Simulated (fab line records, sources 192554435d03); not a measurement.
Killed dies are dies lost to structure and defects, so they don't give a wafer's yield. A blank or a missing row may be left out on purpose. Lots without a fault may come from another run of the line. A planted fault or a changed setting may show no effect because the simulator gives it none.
Chamber matching | flow n5_finfet | N5_DUMMY_GATE_STRIP_41 on rie_diel-02: 4 sister chambers
The step strips in O2. 8 wafers are shown with their chamber, then 11 later ones without.

WAFERS WITH THEIR CHAMBER
wafer  | chamber | drypump_motor_current_A (A) | showerhead_plenum_p_Torr (Torr)
L079.2 | 2       | 6.2                         | 2.08
L081.1 | 3       | 6.3                         | 2.25
L084.1 | 3       | 6.3                         | 2.25
L084.3 | 1       | 5.7                         | 2.13
L084.4 | 2       | 6.1                         | 2.07
L084.5 | 1       | 5.7                         | 2.13
L084.6 | 0       | 5.5                         | 2.18
L087.1 | 0       | 5.5                         | 2.18

WAFERS WITHOUT THEIR CHAMBER
wafer  | drypump_motor_current_A (A) | showerhead_plenum_p_Torr (Torr)
L087.4 | 5.7                         | 2.13
L087.5 | 6.3                         | 2.24
L089.2 | 5.7                         | 2.13
L089.3 | 5.5                         | 2.17
L089.5 | 5.5                         | 2.17
L091.1 | 6.1                         | 2.07
L091.4 | 5.7                         | 2.13
L091.6 | 5.7                         | 2.13
L094.3 | 6.2                         | 2.24
L094.5 | 6.2                         | 2.24
L094.6 | 5.5                         | 2.17

WHICH CHAMBER EACH WENT THROUGH
wafer  | from the rows above | in truth
L087.4 | 1                   | 1
L087.5 | 3                   | 3
L089.2 | 1                   | 1
L089.3 | 0                   | 0
L089.5 | 0                   | 0
L091.1 | 2                   | 2
L091.4 | 1                   | 1
L091.6 | 1                   | 1
L094.3 | 3                   | 3
L094.5 | 3                   | 3
L094.6 | 0                   | 0
Placed correctly: 11 of 11. Can't be placed from these rows: 0. Placed wrongly: 0.
How it was worked out, from the rows above alone: a wafer's distance from a chamber is the root of the sum, over the readings, of the square of ((its reading less the chamber's mean) divided by the reading's scatter). The wafer belongs to the nearest chamber; if the next one is less than 2 further off, it can't be placed. A chamber's mean is the mean of its shown wafers. The scatter: the root of (the sum of the squares of (reading less its chamber's mean) over the shown wafers, divided by (wafers less chambers)).
